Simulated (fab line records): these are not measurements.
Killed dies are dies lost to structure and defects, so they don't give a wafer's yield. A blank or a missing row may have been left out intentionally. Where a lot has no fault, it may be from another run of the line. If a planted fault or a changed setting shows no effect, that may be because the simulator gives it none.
Matching of chambers	flow n5Finfet	rieDiel-05 running N5_BEOL_M3_ETCH_70: 4 sister chambers
The step etches SOC in N2/H2, target depth 80 nm, overetch 16 nm, time 120 s. 14 wafers are shown with their chamber, then 7 later ones without.

## WAFERS PAIRED WITH THEIR CHAMBERS
wafer	chamber	showerheadPlenumPTorr (Torr)	throttleValvePct (%)	oesProductAu (a.u.)
L076.1	0	2.46	18.09	0.59
L076.4	1	2.56	17.66	0.63
L076.6	3	2.62	17.88	0.52
L079.2	1	2.56	17.69	0.62
L079.3	3	2.62	17.88	0.53
L079.6	1	2.56	17.67	0.63
L080.1	2	2.57	17.66	0.64
L080.3	0	2.46	18.10	0.60
L080.6	0	2.46	18.12	0.59
L086.1	2	2.57	17.66	0.63
L086.3	1	2.55	17.67	0.61
L086.5	2	2.57	17.68	0.64
L088.1	2	2.57	17.68	0.63
L088.3	3	2.62	17.89	0.52

SIGNATURES (means of the wafers above)
reading	chamber 0	chamber 1	chamber 2	chamber 3	scatter within a chamber
showerheadPlenumPTorr	2.4600	2.5575	2.5700	2.6200	0.00274
throttleValvePct	18.1033	17.6725	17.6700	17.8833	0.0119
oesProductAu	0.5933	0.6225	0.6350	0.5233	0.00713
Rule: for a wafer and a chamber, the distance is found by dividing, reading by reading, the gap between the wafer's reading and the chamber's mean by the reading's scatter, squaring, summing and taking the root. If the next closest chamber is less than 2 further off than the closest, the wafer can't be placed; otherwise it belongs to the closest. The scatter: the root of (the sum of the squares of (reading less its chamber's mean) over the shown wafers, divided by (wafers less chambers)).

## WAFERS WHOSE CHAMBER IS MISSING
wafer	showerheadPlenumPTorr (Torr)	throttleValvePct (%)	oesProductAu (a.u.)
L088.5	2.55	17.70	0.61
L089.1	2.62	17.90	0.51
L089.2	2.57	17.69	0.63
L089.6	2.55	17.71	0.61
L091.1	2.55	17.72	0.60
L091.5	2.61	17.91	0.52
L091.6	2.56	17.69	0.62

## CHAMBER TAKEN BY EACH
wafer	from the rows above	in truth
L088.5	1	1
L089.1	3	3
L089.2	2	2
L089.6	1	1
L091.1	1	1
L091.5	3	3
L091.6	1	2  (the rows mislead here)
Placed correctly: 6 of 7. Not placeable from these rows: 0. Number placed wrongly: 1.
